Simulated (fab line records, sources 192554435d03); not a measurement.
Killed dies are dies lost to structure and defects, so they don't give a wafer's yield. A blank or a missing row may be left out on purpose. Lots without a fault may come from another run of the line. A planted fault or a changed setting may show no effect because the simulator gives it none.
Which tool did it? | flow n5_finfet | 21 lots, 63 wafers sampled, at 4 steps of a route of 1938

WHAT THE GAUGES READ, wafer by wafer
N5_BEOL_M11_INSPECT_58: inspects for defects (darkfield). Usual: raw_defect_count 71, standard deviation 21.
lot  | measured     | on                | raw_defect_count | flag
L074 | day 10 08:55 | defect_inspect-02 | 62 116 46        |
L075 | day 10 16:38 | defect_inspect-02 | 52 84 99         |
L076 | day 10 22:56 | defect_inspect-01 | 60 43 84         |
L078 | day 11 13:47 | defect_inspect-01 | 69 39 76         |
L077 | day 11 14:49 | defect_inspect-01 | 67 115 94        |
L080 | day 12 01:49 | defect_inspect-02 | 72 55 53         |
L079 | day 12 06:50 | defect_inspect-02 | 66 41 48         |
L082 | day 13 00:38 | defect_inspect-01 | 56 68 75         |
L083 | day 13 01:10 | defect_inspect-01 | 45 45 108        |
L084 | day 13 14:31 | defect_inspect-02 | 65 64 88         |
L087 | day 13 17:47 | defect_inspect-01 | 52 104 76        |
L085 | day 13 23:10 | defect_inspect-01 | 59 51 45         |
L088 | day 14 02:34 | defect_inspect-02 | 60 43 45         |
L090 | day 14 19:30 | defect_inspect-01 | 61 104 42        |
L091 | day 14 22:12 | defect_inspect-02 | 40 56 51         |
L092 | day 15 10:25 | defect_inspect-01 | 95 86 87         |
L095 | day 15 21:49 | defect_inspect-02 | 63 97 72         |
L093 | day 15 21:55 | defect_inspect-02 | 96 45 71         |
L094 | day 16 09:14 | defect_inspect-02 | 97 71 63         |
L097 | day 16 08:52 | defect_inspect-01 | 57 61 85         |
L096 | day 16 17:53 | defect_inspect-01 | 89 89 100        |

WHICH TOOL RAN EACH LOT (tool, then ch and the chambers of the sampled wafers, then the start)
lot  | N5_BEOL_M10_STRIP_77                          | N5_BEOL_M11_DESCUM_33              | N5_BEOL_M11_STRIP_77
L074 | rie_diel-04 ch 1,3, day 10 05:23 or earlier   | rie_diel-02 ch 0,1,2, day 10 05:23 | rie_diel-02 ch 0,1,2, day 10 08:55 or earlier
L075 | rie_diel-03 ch 1,2, day 10 13:17 or earlier   | rie_diel-02 ch 0,3, day 10 13:17   | rie_diel-02 ch 0,3, day 10 16:38 or earlier
L076 | rie_diel-04 ch 1,2,3, day 10 19:24 or earlier | rie_diel-01 ch 0,1,3, day 10 19:24 | rie_diel-01 ch 0,1,3, day 10 22:56 or earlier
L078 | rie_diel-03 ch 0,1, day 11 10:58 or earlier   | rie_diel-05 ch 0,1,3, day 11 10:58 | rie_diel-05 ch 0,1,3, day 11 13:47 or earlier
L077 | rie_diel-06 ch 0,2,3, day 11 11:11 or earlier | rie_diel-01 ch 0,1,3, day 11 11:11 | rie_diel-01 ch 0,1,3, day 11 14:49 or earlier
L080 | rie_diel-04 ch 1,3, day 11 23:02 or earlier   | rie_diel-01 ch 1,2,3, day 11 23:02 | rie_diel-01 ch 1,2,3, day 12 01:49 or earlier
L079 | rie_diel-04 ch 0,1, day 12 03:37 or earlier   | rie_diel-02 ch 0,1,2, day 12 03:37 | rie_diel-02 ch 0,1,2, day 12 06:50 or earlier
L082 | rie_diel-04 ch 1,3, day 12 21:23 or earlier   | rie_diel-02 ch 1,2, day 12 21:23   | rie_diel-02 ch 1,2, day 13 00:38 or earlier
L083 | rie_diel-06 ch 1,3, day 12 21:16 or earlier   | rie_diel-05 ch 0,1,3, day 12 21:16 | rie_diel-05 ch 0,1,3, day 13 01:10 or earlier
L084 | rie_diel-04 ch 0,2,3, day 13 11:26 or earlier | rie_diel-05 ch 0,1,2, day 13 11:26 | rie_diel-05 ch 0,1,2, day 13 14:31 or earlier
L087 | rie_diel-04 ch 0,2,3, day 13 14:10 or earlier | rie_diel-01 ch 0,1,3, day 13 14:10 | rie_diel-01 ch 0,1,3, day 13 17:47 or earlier
L085 | rie_diel-03 ch 0,1,2, day 13 20:04 or earlier | rie_diel-01 ch 1,2,3, day 13 20:04 | rie_diel-01 ch 1,2,3, day 13 23:10 or earlier
L088 | rie_diel-06 ch 2,3, day 13 20:33 or earlier   | rie_diel-05 ch 2,3, day 13 20:33   | rie_diel-05 ch 2,3, day 14 02:34 or earlier
L090 | rie_diel-04 ch 1,2,3, day 14 16:14 or earlier | rie_diel-02 ch 0,1,2, day 14 16:14 | rie_diel-02 ch 0,1,2, day 14 19:30 or earlier
L091 | rie_diel-04 ch 1,3, day 14 18:40 or earlier   | rie_diel-02 ch 1,2,3, day 14 18:40 | rie_diel-02 ch 1,2,3, day 14 22:12 or earlier
L092 | rie_diel-06 ch 0,1, day 15 07:17 or earlier   | rie_diel-02 ch 0,2,3, day 15 07:17 | rie_diel-02 ch 0,2,3, day 15 10:25 or earlier
L095 | rie_diel-03 ch 0,2,3, day 15 18:27 or earlier | rie_diel-05 ch 2,3, day 15 18:27   | rie_diel-05 ch 2,3, day 15 21:49 or earlier
L093 | rie_diel-03 ch 1,2,3, day 15 18:41 or earlier | rie_diel-02 ch 0,1, day 15 18:41   | rie_diel-02 ch 0,1, day 15 21:55 or earlier
L094 | rie_diel-03 ch 0,2, day 16 03:53 or earlier   | rie_diel-05 ch 0,1,2, day 16 03:53 | rie_diel-05 ch 0,1,2, day 16 09:14 or earlier
L097 | rie_diel-06 ch 0,1,3, day 16 03:43 or earlier | rie_diel-01 ch 0,2, day 16 03:43   | rie_diel-01 ch 0,2, day 16 08:52 or earlier
L096 | rie_diel-06 ch 1,3, day 16 15:11 or earlier   | rie_diel-02 ch 1,2, day 16 15:11   | rie_diel-02 ch 1,2, day 16 17:53 or earlier
- N5_BEOL_M10_STRIP_77: strips in N2/H2, time 10 s.
- N5_BEOL_M11_DESCUM_33: chemistry O2, time 7.9 s.
- N5_BEOL_M11_STRIP_77: strips in N2/H2, time 10 s.

WHAT THE TOOLS THEMSELVES READ (means of the sampled wafers that have a number; where no wafer has one, the mark that the record gives instead)
N5_BEOL_M10_STRIP_77. Usual: drypump_motor_current_A 5.7 A, standard deviation 0.64; oes_product_au 0.82 a.u., standard deviation 0.068; rf_vpp_V 59.0 V, standard deviation 0.91; showerhead_plenum_p_Torr 2.51 Torr, standard deviation 0.098; throttle_valve_pct 23.72 %, standard deviation 0.24.
lot  | tool        | drypump_motor_current_A (A) | oes_product_au (a.u.) | rf_vpp_V (V) | showerhead_plenum_p_Torr (Torr) | throttle_valve_pct (%) | flag
L074 | rie_diel-04 | 5.8                         | 0.85                  | 59.7         | 2.46                            | 23.63                  |
L075 | rie_diel-03 | 6.0                         | 0.76                  | 58.6         | 2.44                            | 24.00                  |
L076 | rie_diel-04 | 5.8                         | 0.78                  | 59.1         | 2.47                            | 23.71                  |
L078 | rie_diel-03 | 6.1                         | 0.73                  | 58.9         | 2.47                            | 24.10                  |
L077 | rie_diel-06 | 5.8                         | 0.81                  | 58.8         | 2.45                            | 23.88                  |
L080 | rie_diel-04 | 6.0                         | 0.82                  | 58.7         | 2.46                            | 23.52                  |
L079 | rie_diel-04 | 5.7                         | 0.76                  | 59.2         | 2.44                            | 23.63                  |
L082 | rie_diel-04 | 5.8                         | 0.82                  | 58.2         | 2.45                            | 23.66                  |
L083 | rie_diel-06 | 6.1                         | 0.86                  | 59.1         | 2.46                            | 23.65                  |
L084 | rie_diel-04 | 5.7                         | 0.82                  | 59.0         | 2.45                            | 23.71                  |
L087 | rie_diel-04 | 5.7                         | 0.81                  | 59.1         | 2.45                            | 23.70                  |
L085 | rie_diel-03 | 5.5                         | 0.88                  | 59.6         | 2.59                            | 23.76                  |
L088 | rie_diel-06 | 5.8                         | 0.92                  | 59.1         | 2.64                            | 23.75                  |
L090 | rie_diel-04 | 5.9                         | 0.83                  | 58.9         | 2.46                            | 23.60                  |
L091 | rie_diel-04 | 5.8                         | 0.80                  | 58.1         | 2.44                            | 23.68                  |
L092 | rie_diel-06 | 5.1                         | 0.78                  | 58.8         | 2.45                            | 23.92                  |
L095 | rie_diel-03 | 5.4                         | 0.82                  | 59.0         | 2.57                            | 23.52                  |
L093 | rie_diel-03 | 6.0                         | 0.84                  | 58.7         | 2.62                            | 23.59                  |
L094 | rie_diel-03 | 4.9                         | 0.81                  | 58.8         | 2.53                            | 23.71                  |
L097 | rie_diel-06 | 5.6                         | 0.80                  | 59.9         | 2.45                            | 23.80                  |
L096 | rie_diel-06 | 5.5                         | 0.79                  | 59.1         | 2.45                            | 23.74                  |

N5_BEOL_M11_DESCUM_33. Usual: drypump_motor_current_A 5.7 A, standard deviation 0.44; oes_product_au 0.74 a.u., standard deviation 0.073; rf_vpp_V 242.9 V, standard deviation 1.5; showerhead_plenum_p_Torr 2.09 Torr, standard deviation 0.069; throttle_valve_pct 20.49 %, standard deviation 0.21.
lot  | tool        | drypump_motor_current_A (A) | oes_product_au (a.u.) | rf_vpp_V (V) | showerhead_plenum_p_Torr (Torr) | throttle_valve_pct (%) | flag
L074 | rie_diel-02 | 5.6                         | 0.72                  | 243.3        | 2.11                            | 20.36                  |
L075 | rie_diel-02 | 5.8                         | 0.70                  | 242.2        | 2.02                            | 20.48                  |
L076 | rie_diel-01 | 5.8                         | 0.78                  | 241.8        | 2.05                            | 20.57                  |
L078 | rie_diel-05 | 5.7                         | 0.74                  | 243.1        | 2.12                            | 20.64                  |
L077 | rie_diel-01 | 5.9                         | 0.78                  | 242.3        | 2.05                            | 20.56                  |
L080 | rie_diel-01 | 5.8                         | 0.76                  | 242.5        | 2.09                            | 20.46                  |
L079 | rie_diel-02 | 5.6                         | 0.71                  | 242.6        | 2.10                            | 20.37                  |
L082 | rie_diel-02 | 5.4                         | 0.71                  | 244.1        | 2.09                            | 20.34                  |
L083 | rie_diel-05 | 5.7                         | 0.74                  | 243.9        | 2.11                            | 20.67                  |
L084 | rie_diel-05 | 5.7                         | 0.73                  | 244.1        | 2.10                            | 20.59                  |
L087 | rie_diel-01 | 5.8                         | 0.77                  | 241.7        | 2.05                            | 20.59                  |
L085 | rie_diel-01 | 5.8                         | 0.75                  | 243.5        | 2.08                            | 20.49                  |
L088 | rie_diel-05 | 5.6                         | 0.88                  | 244.4        | 2.15                            | 20.29                  |
L090 | rie_diel-02 | 5.6                         | 0.70                  | 242.9        | 2.10                            | 20.41                  |
L091 | rie_diel-02 | 5.7                         | 0.69                  | 242.9        | 2.06                            | 20.47                  |
L092 | rie_diel-02 | 5.5                         | 0.69                  | 241.3        | 2.03                            | 20.42                  |
L095 | rie_diel-05 | 5.6                         | 0.92                  | 243.3        | 2.14                            | 20.16                  |
L093 | rie_diel-02 | 6.0                         | 0.69                  | 244.1        | 2.12                            | 20.49                  |
L094 | rie_diel-05 | 5.7                         | 0.79                  | 243.5        | 2.10                            | 20.48                  |
L097 | rie_diel-01 | 6.0                         | 0.71                  | 242.2        | 2.05                            | 20.74                  |
L096 | rie_diel-02 | 5.7                         | 0.69                  | 243.4        | 2.11                            | 20.48                  |

N5_BEOL_M11_STRIP_77. Usual: drypump_motor_current_A 5.8 A, standard deviation 0.44; oes_product_au 0.74 a.u., standard deviation 0.073; rf_vpp_V 59.2 V, standard deviation 0.92; showerhead_plenum_p_Torr 2.53 Torr, standard deviation 0.088; throttle_valve_pct 23.67 %, standard deviation 0.27.
lot  | tool        | drypump_motor_current_A (A) | oes_product_au (a.u.) | rf_vpp_V (V) | showerhead_plenum_p_Torr (Torr) | throttle_valve_pct (%) | flag
L074 | rie_diel-02 | 5.6                         | 0.73                  | 59.4         | 2.54                            | 23.46                  |
L075 | rie_diel-02 | 5.8                         | 0.71                  | 60.1         | 2.45                            | 23.73                  |
L076 | rie_diel-01 | 5.9                         | 0.78                  | 59.1         | 2.48                            | 23.83                  |
L078 | rie_diel-05 | 5.7                         | 0.75                  | 58.1         | 2.56                            | 23.85                  |
L077 | rie_diel-01 | 5.8                         | 0.78                  | 58.1         | 2.47                            | 23.83                  |
L080 | rie_diel-01 | 5.8                         | 0.76                  | 59.5         | 2.53                            | 23.81                  |
L079 | rie_diel-02 | 5.7                         | 0.71                  | 59.5         | 2.54                            | 23.47                  |
L082 | rie_diel-02 | 5.4                         | 0.71                  | 59.2         | 2.54                            | 23.54                  |
L083 | rie_diel-05 | 5.7                         | 0.73                  | 58.7         | 2.56                            | 23.86                  |
L084 | rie_diel-05 | 5.7                         | 0.73                  | 58.9         | 2.55                            | 23.76                  |
L087 | rie_diel-01 | 5.8                         | 0.76                  | 59.2         | 2.47                            | 23.86                  |
L085 | rie_diel-01 | 5.8                         | 0.75                  | 59.1         | 2.53                            | 23.84                  |
L088 | rie_diel-05 | 5.6                         | 0.88                  | 59.4         | 2.61                            | 23.46                  |
L090 | rie_diel-02 | 5.6                         | 0.70                  | 59.4         | 2.53                            | 23.50                  |
L091 | rie_diel-02 | 5.7                         | 0.68                  | 58.0         | 2.50                            | 23.63                  |
L092 | rie_diel-02 | 5.6                         | 0.69                  | 59.4         | 2.47                            | 23.70                  |
L095 | rie_diel-05 | 5.6                         | 0.92                  | 59.1         | 2.61                            | 23.35                  |
L093 | rie_diel-02 | 6.0                         | 0.69                  | 58.8         | 2.55                            | 23.40                  |
L094 | rie_diel-05 | 5.7                         | 0.79                  | 59.3         | 2.55                            | 23.66                  |
L097 | rie_diel-01 | 6.0                         | 0.72                  | 58.4         | 2.47                            | 23.71                  |
L096 | rie_diel-02 | 5.8                         | 0.68                  | 59.2         | 2.54                            | 23.45                  |

THE ANSWER, worked out from the rows above alone
Rule: a lot is off if the mean of its wafers that have a number lies more than 3 standard deviations from the usual mean. A lot without any number at a reading at which 4 lots or more have one is off too. The other lots that the step has rows for count as sound. The gauges are gone through in route order, then the tools' own readings, and for those a lot's mean is taken as printed above. The first step at which some lot is off is used, and at that step the reading that is off furthest; a lot without a number counts as furthest.
No lot is off at any reading shown: from this, nothing can be told.

WHAT THE SIMULATOR HAD PUT IN
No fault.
